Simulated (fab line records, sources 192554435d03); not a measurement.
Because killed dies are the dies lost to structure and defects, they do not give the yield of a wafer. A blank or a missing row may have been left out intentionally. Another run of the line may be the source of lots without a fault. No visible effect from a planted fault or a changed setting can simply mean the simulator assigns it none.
8D (eight disciplines) problem report, filled in by code | flow n5_finfet | the parts of the form that need people (team, actions taken, sign-off) are left out

## 1. PROBLEM STATEMENT
Mean M4_ILD_THK at N5_BEOL_M4_THK_MEAS_01: 62.2 nm over 2 wafers in 2 lots; fault-free wafers: 79.4 nm, standard deviation 1.1. That puts it -16 standard deviations away from the usual mean.
The first sign was on wafer L434.1 at day 10 13:23, on film_metro-01. At this step, 27 wafers from 9 lots have a number in the record. By rule, "out" or "out of limits" means more than 4 standard deviations away from the usual mean. All remaining wafers that have a number are taken as sound.

## 2. WHAT IT IS, WHAT IT ISN'T
question                    | is                           | is not
which readings at this step | M4_ILD_THK                   | -
which lots                  | L434, L437                   | L423, L424, L425, L427, L439, L440, L446
which wafers of those lots  | L434.1, L437.1               | L434.3, L434.4, L437.3, L437.4
read on which gauges        | film_metro-01, film_metro-02 | -
when                        | from day 10 13:23            | up to then (14 sound wafers); but 11 sound wafers of L437, L439, L440, L446 came after

## 3. THE SUSPECTS, EACH WITH WHAT RULES IT OUT
Counting: if a tool at a process step up to the reading ran every lot that is out, it stays a suspect. Sound lots after the first of them don't rule it out here, since some wafers of a struck lot are sound.
- ruled out: the gauge at N5_BEOL_M4_THK_MEAS_01. 2 gauges (film_metro-01, film_metro-02) read the wafers that are out.
- rtp_anneal-01 at N5_BEOL_M3_ANNEAL_51 (time 90 s): kept. Every lot that is out went through it, the first being L434 (day 10 12:22); the last sound lot it ran before that was L425 (day 8 11:49).
- cvd_co-01 at N5_BEOL_M3_PRE_CLEAN_60 (time 15 s): kept. Every lot that is out went through it, the first being L434 (day 10 13:00); the last sound lot it ran before that was L427 (day 9 06:01).
- pecvd-03 at N5_BEOL_M4_ILD_DEP_00 (deposits SiOC from DEMS/O2, target thk 79 nm, time 15.3 s): kept. Every lot that is out went through it, the first being L434 (day 10 13:19); the last sound lot it ran before that was L425 (day 8 12:44).
- pecvd-03, N5_BEOL_M4_ILD_DEP_00: wafers that are out in chamber 1, sound lot-mates in chambers 0, 2.
rtp_anneal-01 at N5_BEOL_M3_ANNEAL_51, cvd_co-01 at N5_BEOL_M3_PRE_CLEAN_60 and pecvd-03 at N5_BEOL_M4_ILD_DEP_00 are what is left after counting.

## 4. THE CAUSE (what the simulator had put in)
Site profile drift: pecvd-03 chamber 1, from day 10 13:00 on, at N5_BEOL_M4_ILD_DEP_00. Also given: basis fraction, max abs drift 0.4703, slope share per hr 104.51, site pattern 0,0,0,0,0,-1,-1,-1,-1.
This tool is one of the 3 suspects left after counting.

## 5. THE CHAIN OF EFFECTS, in route order
Each row: a reading where the mean over the struck wafers with a number is more than 3 standard deviations away from the usual. Readings are gone through only where the record gives a usual standard deviation; hours: the median, over the lots, of the time from a lot's start at the first step in this table giving one to that lot's start at this step; sigmas: the change measured in usual standard deviations.
hours | step                   | reading    | usual   | on struck wafers | change | sigmas
0     | N5_BEOL_M4_THK_MEAS_01 | M4_ILD_THK | 79.4 nm | 62.2             | -17.2  | -16
At these later measuring or inspecting steps, every struck wafer for which the step has a row has a number for every such reading, and none has moved that far: N5_BEOL_M4_RC_MEAS_101.

## 6. WHAT WOULD HAVE CAUGHT IT SOONER
0 hours passed between the start of the fault at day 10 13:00 and the first reading out of limits at a measuring or inspecting step in this record, taken at day 10 13:23.
No tool reading at N5_BEOL_M4_ILD_DEP_00 that has a usual standard deviation in the record was out on any struck wafer, so an alarm limit of 4 standard deviations on those readings would not have fired.
Among the 2 lots that are out, L437 began N5_BEOL_M4_ILD_DEP_00 on pecvd-03 after day 10 13:23. Holding the tool at that time would have saved it.
